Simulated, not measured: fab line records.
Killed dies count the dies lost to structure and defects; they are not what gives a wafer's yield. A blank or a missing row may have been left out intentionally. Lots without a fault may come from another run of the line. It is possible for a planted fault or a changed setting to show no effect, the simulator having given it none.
fab line records | flow nandHarc
[record] lots = 6 wafers = 18 lastDay = 24
route steps=1159 shown A_WL_FILL@816 END@1159
lots that met no fault: from a run of the same line without faults
startH: the number of hours between the record's first day and the start of the first shown wafer of the lot | waitH: hours from the lot's prior step to this one | " as in the row above | L1.1+2: a row that stands for several wafers | - either no value or no given start | * or withheld: withheld | < > ~ a bound
route shown NAME@n: NAME is a module with steps in the file, n the number in the route of the first one | usual: mean and standard deviation over wafers with no fault | same: alike in all rows | chamber/n: place in a boat | sites: each site's reading | _std_site: standard deviation of those values | _edge_site: mean of outer sites minus mean of inner sites | radiusMm: for every site, how far away it sits from the centre of the wafer | mask NAME#n: copy n | behind: the most recent tool/chamber to have shaped the wafer | hold: why the lot was held/for how many hours/how that ended | device: whichever transistor did not switch (one of n, p or np) | end of line: at the end of the route, the tests of the same wafers | for a step that has no rows: nothing shown but its recipe | killed: count of dies lost to structure and defects at first sort (not the wafer's yield) | map: a wafer's dies, x killed, . not, _ none there
set.NAME: the run value of the setting; set.NAME@STEP: its run value at that earlier step | model.NAME: the simulator's own value behind a step, which no gauge read
lots at selected steps of the route; one table per step, one row per wafer
services: when a tool's chamber went out of use (startH, in hours from the record's first day, below 0 if earlier), for how many hours, and the reason
[[steps]]
[step NHARC_A_WL_FILL_STRIP_27]
[recipe] powerW = 1500 tempC = 250 timeS = 20 chemistry = N2/H2
[usual] drypumpMotorCurrentA = 5.7/0.55 heaterPowerW = 350/24
// columns lot.wafer tool chamber startH waitH drypumpMotorCurrentA heaterPowerW rfHoursCounterH
L662.1 plasmaAsher-01 1 348.12 0.1 6.2 350 15
L662.3 " 1 " " 6.2 375 -
L662.4 " 0 " " 5.2 317 -
L660.2 plasmaAsher-02 0 350.95 0.1 6.4 363 60
L660.5 " 1 " " 5.1 362 -
L660.6 " 0 " " 6.4 354 -
L665.1 plasmaAsher-01 1 360.14 0.1 6.2 368 19
L665.2 " 0 " " 5.2 314 19
L665.6 " 1 " " 6.2 366 -
L674.4 plasmaAsher-01 0 438.42 0.2 5.2 315 -
L674.6 " 0 " " 5.1 318 -
L674.5 " 1 " " 6.2 363 -
L680.3 plasmaAsher-01 0 450.31 0.1 5.2 315 -
L680.5 " 0 " " 5.2 317 -
L680.6 " 1 " " 6.2 364 -
L681.2 plasmaAsher-01 0 462.98 4.7 5.2 322 1
L681.3 " 0 " " 5.2 322 -
L681.6 " 1 " " 6.2 367 -
[step NHARC_A_WL_FILL_STRIP_28]
[recipe] timeS = 1200 tempC = 72.5 chemistry = postEtchResidueRemover
[step NHARC_A_WL_FILL_PRECLEAN_06]
[recipe] timeS = 300 chemistry = DIW
[step NHARC_A_WL_FILL_SRD_07]
[step NHARC_A_WL_FILL_ANNEAL_08]
[recipe] tempC = 450 timeS = 1800
[step NHARC_A_WL_FILL_ALD_10]
[recipe] targetThkA = 500 pulseTimeS = 10 aldCycles = 500 tempC = 300 material = SiO2
[usual] heaterPowerW = 479/42 precursorPulseHeightRel = 1.000/0.022
[same] aldCycles = 500
// columns lot.wafer tool chamber startH waitH heaterPowerW precursorPulseHeightRel
L662.3 aldHk-04 2 353.63 0.1 514 1.016
L662.1 " 0 354.67 1.1 383 0.973
L662.4 " 1 " " 522 0.982
L660.2 aldHk-04 2 356.73 3.1 539 1.001
L660.6 " 2 358.80 5.2 530 1.003
L660.5 " 3 " " 502 0.991
L665.1 aldHk-04 0 363.62 0.9 376 1.022
L665.2 " 1 " " 516 0.978
L665.6 " 0 365.68 2.9 395 0.981
L674.4 aldHk-04 2 443.49 1.6 521 1.021
L674.5 " 3 " " 527 1.012
L674.6 " 0 " " 400 1.026
L680.3 aldHk-04 2 456.11 0.6 518 1.009
L680.5 " 1 457.63 2.1 495 1.000
L680.6 " 2 " " 525 1.020
L681.3 aldHk-04 2 469.52 1.1 536 1.007
L681.2 " 3 " " 527 0.988
L681.6 " 0 " " 405 0.998
[step NHARC_A_WL_FILL_ETCHBACK_16]
[recipe] targetDepthA = 880 timeS = 17.6 c4f8FlowSccm = withheld o2FlowSccm = 8 arFlowSccm = withheld rfW = 600 biasW = 800 chemistry = C4F8/O2/Ar
[usual] chamberPressureMTorr = 24.998/0.022 oesProductAu = 0.98/0.036 rfVppV = 721/3.6
// columns lot.wafer tool chamber startH waitH chamberPressureMTorr oesProductAu rfHoursCounterH rfVppV
L662.3 rieDiel-09 1 - - 25.003 1.00 5.9 722
L662.1 " 2 " " 24.992 1.00 5.7 717
L662.4 " 0 " " 25.019 1.00 5.9 724
L660.2 rieDiel-07 3 - - 24.976 0.94 2.8 721
L660.5 " 1 " " 25.026 0.93 - 725
L660.6 " 2 " " 25.011 0.92 - 721
L665.1 rieDiel-09 1 - - 24.979 1.00 6.7 722
L665.2 " 2 " " 24.964 1.00 6.5 717
L665.6 " 1 " " 24.995 1.01 - 721
L674.4 rieDiel-09 2 - - 24.977 1.01 0.1 719
L674.5 " 3 " " 24.976 1.01 - 717
L674.6 " 0 " " 24.955 1.02 - 723
L680.3 rieDiel-05 2 - - 24.997 1.01 4.1 718
L680.5 " 3 " " 24.987 1.00 - 722
L680.6 " 0 " " 24.975 1.00 - 726
L681.3 rieDiel-09 2 - - 25.023 1.00 2.5 719
L681.2 " 3 " " 24.936 1.00 2.4 717
L681.6 " 2 " " 24.964 1.02 - 718
[step NHARC_A_WL_FILL_STRIP_29]
[recipe] timeS = 20 o2FlowSccm = 500 arFlowSccm = 0 biasW = 0 chemistry = O2
[step NHARC_A_WL_FILL_ETCHBACK_17]
[recipe] targetDepthA = 40 timeS = 26.7 chemistry = Cl2/BCl3
[usual] chamberPressureMTorr = 10.001/0.0085 drypumpMotorCurrentA = 5.74/0.28 heBacksideLeakSccm = 3.29/0.29 oesProductAu = 1.001/0.013
// columns lot.wafer tool chamber startH waitH chamberPressureMTorr drypumpMotorCurrentA heBacksideLeakSccm oesProductAu rfHoursCounterH
L662.1 rieMetal-03 0 358.49 - 9.998 5.35 3.36 1.005 2.1
L662.3 " 1 " " 10.009 5.60 3.34 1.008 -
L662.4 " 0 " " 9.998 5.37 3.32 0.996 -
L660.2 rieMetal-02 1 361.59 - 9.986 5.96 3.43 1.004 3.1
L660.6 " 0 " " 10.007 5.58 3.18 1.006 -
L660.5 " 1 " " 9.998 5.93 3.52 1.002 -
L665.2 rieMetal-01 0 368.45 - 10.004 5.71 3.27 0.985 1.1
L665.1 " 1 " " 9.992 6.14 3.03 1.015 1.1
L665.6 " 0 " " 9.995 5.71 3.31 0.990 -
L674.4 rieMetal-03 0 446.82 - 10.001 5.38 3.32 0.988 -
L674.5 " 0 " " 9.998 5.38 3.23 0.986 -
L674.6 " 1 " " 9.996 5.61 3.12 0.997 -
L680.3 rieMetal-01 0 460.44 - 10.011 5.68 6.07 0.994 -
L680.5 " 1 " " 10.012 6.13 3.26 1.017 -
L680.6 " 0 " " 9.995 5.71 3.25 0.989 -
L681.2 rieMetal-03 1 473.32 - 9.992 5.61 3.34 1.002 0.2
L681.3 " 1 " " 10.002 5.59 3.29 1.002 -
L681.6 " 0 " " 9.993 5.36 3.38 0.996 -
[step NHARC_A_WL_FILL_PRECLEAN_18]
[recipe] timeS = 30 chemistry = dHF
[step NHARC_A_WL_FILL_SRD_21]
[step NHARC_A_WL_FILL_CVD_23]
[recipe] targetThkA = 400 tempC = 620 pressureMtorr = 200 timeS = 800 material = poly-Si
// columns lot.wafer tool chamber startH waitH
L660.2+5+6 lpcvdPoly-01 0 364.22 2.4
L662.1+3+4 lpcvdPoly-02 0 391.28 32.6
L665.1+2+6 lpcvdPoly-01 0 400.26 31.6
L674.4+5+6 lpcvdPoly-02 0 449.60 2.6
L680.3+5+6 lpcvdPoly-01 0 463.02 2.4
L681.2+3+6 lpcvdPoly-04 0 475.76 2.3
[step NHARC_A_WL_FILL_ETCHBACK_26]
[recipe] targetDepthA = 520 timeS = 13.3 hbrFlowSccm = 150 rfW = 350 icpW = 350 biasW = 60 chemistry = HBr
[usual] chamberPressureMTorr = 14.998/0.014 drypumpMotorCurrentA = 5.5/0.5 heBacksideLeakSccm = 2.64/0.2 oesProductAu = 0.997/0.012 throttleValvePct = 23.266/0.0093
// columns lot.wafer tool chamber startH waitH chamberPressureMTorr drypumpMotorCurrentA heBacksideLeakSccm oesProductAu rfHoursCounterH throttleValvePct
L660.2 rieSi-04 1 366.84 0.4 14.980 5.6 2.71 1.010 0.6 23.254
L660.5 " 0 " " 14.985 5.8 2.68 0.973 - 23.252
L660.6 " 1 " " 14.989 5.6 2.73 1.002 - 23.259
L662.3 rieSi-01 1 393.89 0.4 15.011 5.9 2.36 1.026 0.3 23.277
L662.1 " 2 " " 15.004 5.0 2.81 1.007 0.3 23.264
L662.4 " 3 " " 15.020 4.7 2.64 1.001 0.4 23.264
L665.1 rieSi-04 1 402.87 0.4 14.975 5.6 2.65 1.017 0.7 23.265
L665.2 " 3 " " 14.987 4.8 2.52 0.989 0.8 23.272
L665.6 " 0 " " 14.970 5.8 2.47 0.972 - 23.261
L674.4 rieSi-01 2 452.17 0.4 15.014 5.0 2.95 0.992 1.0 23.268
L674.5 " 2 " " 14.980 5.0 3.07 0.987 - 23.252
L674.6 " 3 " " 14.985 4.7 2.60 1.009 - 23.277
L680.3 rieSi-04 3 465.63 0.4 14.999 4.8 2.59 0.988 0 23.263
L680.6 " 3 " " 14.979 4.8 2.58 0.994 - 23.256
L680.5 " 0 " " 14.976 5.8 2.46 0.994 - 23.278
L681.3 rieSi-01 1 478.37 0.4 14.994 5.9 2.61 0.999 1.2 23.285
L681.2 " 2 " " 14.999 5.0 2.81 1.000 1.2 23.253
L681.6 " 0 " " 15.013 6.3 2.46 0.991 - 23.259
[step NHARC_END_SORT_01]
[recipe] tempC = 25
[usual] killedAtArray = 29/11 killedAtOther = 0.6/1 killedAtPeriphery = 3.1/2.1 killedDies = 33/11 killedOpen = 3.1/1.9 killedShort = 1.9/1.5
[same] grossDies = 677
// columns lot.wafer tool chamber startH waitH killedAtArray killedAtOther killedAtPeriphery killedDies killedOpen killedShort
L660.2 prober-02 0 458.25 2.8 39 0 0 39 6 3
L660.5 prober-02 0 460.70 3.8 27 1 3 31 4 5
L660.6 prober-02 0 461.51 4.1 27 0 4 31 4 0
L662.1 prober-01 0 477.13 2.5 43 3 2 48 4 4
L662.3 prober-01 0 478.72 3.1 33 6 1 40 5 3
L662.4 prober-01 0 479.51 3.4 37 3 3 43 4 0
L665.1 prober-02 0 501.44 2.5 14 0 4 18 3 0
L665.2 prober-02 0 502.23 2.8 16 0 6 22 4 3
L665.6 prober-02 0 505.40 4.0 17 0 8 25 2 0
L674.4 prober-01 0 540.80 3.4 37 0 3 40 2 0
L674.5 prober-01 0 541.60 3.7 52 0 1 53 0 2
L674.6 prober-01 0 542.39 4.0 53 0 2 55 3 2
L680.3 prober-02 0 558.40 3.1 44 1 1 46 3 2
L680.5 prober-02 0 560.02 3.7 42 0 2 44 4 3
L680.6 prober-02 0 560.83 4.1 42 0 2 44 1 2
L681.2 prober-01 0 573.73 2.8 42 0 3 45 3 1
L681.3 prober-01 0 574.53 3.1 41 1 5 47 7 6
L681.6 prober-01 0 576.94 4.0 41 0 6 47 7 1
// killed by level:class
L660.2 A_CHANNEL_HOLE_D1:chamberFilmFlake=14 A_SLIT:chamberFilmFlake=8 A_STAIRCASE:chamberFilmFlake=3 A_ONON_D1:geometricParticle:open=2 A_M0:geometricParticle:open=2 A_CHANNEL_FILL_D1:chamberFilmFlake=2 A_CONTACT:chamberFilmFlake=2 A_CHANNEL_FILL_D1:geometricParticle:short=1
L660.5 A_CHANNEL_HOLE_D1:chamberFilmFlake=10 A_SLIT:chamberFilmFlake=5 A_CONTACT:chamberFilmFlake=4 A_WL_FILL:chamberFilmFlake=2 P_M0:geometricParticle:open=1 P_M1:geometricParticle:short=1 A_SOURCE_PLATE:geometricParticle:short=1 A_ONON_D1:geometricParticle:short=1
L660.6 A_CHANNEL_HOLE_D1:chamberFilmFlake=10 A_SLIT:chamberFilmFlake=9 A_CONTACT:chamberFilmFlake=3 A_WL_FILL:chamberFilmFlake=2 P_CONTACT:geometricParticle:open=1 P_M0:geometricParticle:open=1 A_ONON_D1:geometricParticle:open=1 A_M0:geometricParticle:open=1
L662.1 A_CHANNEL_HOLE_D1:chamberFilmFlake=15 A_SLIT:chamberFilmFlake=9 A_CONTACT:chamberFilmFlake=8 A_M0:geometricParticle:open=3 A_CHANNEL_FILL_D1:chamberFilmFlake=3 THIN_TSV:chamberFilmFlake=3 A_CHANNEL_FILL_D1:geometricParticle:short=2 A_WL_FILL:geometricParticle:short=2
L662.3 A_CHANNEL_HOLE_D1:chamberFilmFlake=9 A_SLIT:chamberFilmFlake=8 THIN_TSV:chamberFilmFlake=4 A_CONTACT:chamberFilmFlake=3 A_CHANNEL_FILL_D1:chamberFilmFlake=3 A_ZERO_WELL:chamberFilmFlake=2 A_ONON_D1:geometricParticle:short=1 A_CONTACT:geometricParticle:open=1
L662.4 A_SLIT:chamberFilmFlake=11 A_CHANNEL_HOLE_D1:chamberFilmFlake=10 A_CONTACT:chamberFilmFlake=7 A_CHANNEL_FILL_D1:chamberFilmFlake=3 A_STAIRCASE:chamberFilmFlake=3 THIN_TSV:chamberFilmFlake=3 P_M0:geometricParticle:open=1 P_BONDPAD:geometricParticle:open=1
L665.1 A_SLIT:chamberFilmFlake=7 A_CHANNEL_HOLE_D1:chamberFilmFlake=3 P_STI:chamberFilmFlake=2 A_CONTACT:chamberFilmFlake=2 P_M0:geometricParticle:open=1 A_ONON_D1:geometricParticle:open=1 A_CONTACT:geometricParticle:open=1 P_ZERO_WELL:chamberFilmFlake=1
L665.2 A_SLIT:chamberFilmFlake=5 P_STI:chamberFilmFlake=3 A_CHANNEL_HOLE_D1:chamberFilmFlake=3 A_STAIRCASE:chamberFilmFlake=2 P_STI:geometricParticle:open=1 P_GATE:geometricParticle:short=1 A_ONON_D1:geometricParticle:open=1 A_CHANNEL_HOLE_D1:geometricParticle:open=1
L665.6 A_SLIT:chamberFilmFlake=13 P_ZERO_WELL:chamberFilmFlake=3 P_STI:chamberFilmFlake=3 A_WL_FILL:geometricParticle:open=1 A_M1:geometricParticle:open=1 P_GATE:chamberFilmFlake=1 P_CONTACT:chamberFilmFlake=1 A_STAIRCASE:chamberFilmFlake=1
L674.4 A_CHANNEL_HOLE_D1:chamberFilmFlake=21 A_SLIT:chamberFilmFlake=9 A_STAIRCASE:chamberFilmFlake=3 P_CONTACT:geometricParticle:open=2 A_CONTACT:chamberFilmFlake=2 A_BLC:chamberFilmFlake=2 P_GATE:chamberFilmFlake=1
L674.5 A_CHANNEL_HOLE_D1:chamberFilmFlake=25 A_SLIT:chamberFilmFlake=18 A_CONTACT:chamberFilmFlake=5 A_BLC:chamberFilmFlake=2 A_ONON_D1:geometricParticle:short=1 A_BLC:geometricParticle:short=1 P_GATE:chamberFilmFlake=1
L674.6 A_CHANNEL_HOLE_D1:chamberFilmFlake=28 A_SLIT:chamberFilmFlake=14 A_CONTACT:chamberFilmFlake=7 P_GATE:geometricParticle:open=1 A_CHANNEL_HOLE_D1:geometricParticle:short=1 A_CHANNEL_FILL_D1:geometricParticle:short=1 A_WL_FILL:geometricParticle:open=1 A_CONTACT:geometricParticle:open=1
L680.3 A_SLIT:chamberFilmFlake=19 A_CHANNEL_HOLE_D1:chamberFilmFlake=9 A_STAIRCASE:chamberFilmFlake=5 A_CONTACT:chamberFilmFlake=5 A_CHANNEL_HOLE_D1:geometricParticle:open=1 A_CHANNEL_FILL_D1:geometricParticle:open=1 A_WL_FILL:geometricParticle:short=1 A_M0:geometricParticle:open=1
L680.5 A_SLIT:chamberFilmFlake=22 A_CHANNEL_HOLE_D1:chamberFilmFlake=6 A_STAIRCASE:chamberFilmFlake=4 A_CONTACT:chamberFilmFlake=3 P_GATE:geometricParticle:open=2 A_M0:geometricParticle:short=2 A_WL_FILL:chamberFilmFlake=2 A_SOURCE_PLATE:geometricParticle:open=1
L680.6 A_SLIT:chamberFilmFlake=17 A_CHANNEL_HOLE_D1:chamberFilmFlake=12 A_CONTACT:chamberFilmFlake=7 A_STAIRCASE:chamberFilmFlake=4 P_M0:geometricParticle:open=1 P_M0:geometricParticle:short=1 A_CHANNEL_HOLE_D1:geometricParticle:short=1 A_WL_FILL:chamberFilmFlake=1
L681.2 A_CHANNEL_HOLE_D1:chamberFilmFlake=25 A_CONTACT:chamberFilmFlake=6 A_SGD_CUT:chamberFilmFlake=5 A_STAIRCASE:chamberFilmFlake=2 P_M0:geometricParticle:short=1 P_BONDPAD:geometricParticle:open=1 A_CONTACT:geometricParticle:open=1 A_M1:geometricParticle:open=1
L681.3 A_CHANNEL_HOLE_D1:chamberFilmFlake=19 A_CONTACT:chamberFilmFlake=6 A_M0:geometricParticle:open=3 A_SGD_CUT:chamberFilmFlake=3 P_GATE:geometricParticle:short=2 A_CHANNEL_FILL_D1:geometricParticle:short=2 A_CONTACT:geometricParticle:open=2 P_M1:chamberFilmFlake=2
L681.6 A_CHANNEL_HOLE_D1:chamberFilmFlake=23 A_CONTACT:chamberFilmFlake=7 A_SGD_CUT:chamberFilmFlake=6 P_CONTACT:geometricParticle:open=2 P_M1:chamberFilmFlake=2 P_STI:geometricParticle:open=1 P_GATE:geometricParticle:open=1 A_ONON_D1:geometricParticle:open=1
[[services]]
// columns tool chamber startH hours kind
rieSi-04 3 324.92 5.0 repair
rieMetal-01 - 332.00 9.0 pm
rieDiel-05 - 340.60 9.0 pm
rieMetal-01 - 344.49 0.6 repair
rieDiel-07 1 347.39 5.9 repair
rieDiel-09 1 348.07 4.0 repair
rieSi-01 - 357.64 0.9 repair
plasmaAsher-02 - 360.18 9.0 pm
aldHk-04 2 366.71 10.0 ventCycle
aldHk-04 3 366.71 10.0 ventCycle
aldHk-04 0 376.71 - clean
aldHk-04 1 376.71 - clean
rieSi-04 1 381.21 5.5 repair
rieDiel-09 3 387.13 3.0 repair
rieMetal-02 - 388.00 9.0 pm
rieDiel-07 - 405.20 9.0 pm
rieMetal-03 1 415.86 29.1 repair
lpcvdPoly-01 - 429.74 2.5 repair
rieSi-01 3 442.40 9.2 repair
plasmaAsher-01 - 453.00 9.0 pm
rieMetal-03 - 453.00 9.0 pm
rieSi-04 - 453.00 9.0 pm
rieDiel-07 - 468.08 0.2 repair
rieMetal-01 0 471.48 62.6 repair
[[key]]
[firstSign] step = NHARC_A_WL_FILL_CVD_23 reading = waitH direction = changed
effect none on later readings
metAt NHARC_A_WL_FILL_CVD_23
struckWafers L662.1,L662.3,L662.4,L665.1,L665.2,L665.6
testerLeftOut L662,L665
[fault] kind = queueTimeViolation tool = lpcvdPoly-01,lpcvdPoly-02,lpcvdPoly-04 chamber = 0 onsetH = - steps = NHARC_A_WL_FILL_CVD_23 delayHr = 30 scope = struckLotsOnly
// testerLeftOut: of these lots the tester's yield and bins aren't shown, on N5 and GAA mostly nor the transistor test; their killed dies are dies lost to structure and defects alone, not to doping, threshold or leakage, so they don't give the yield
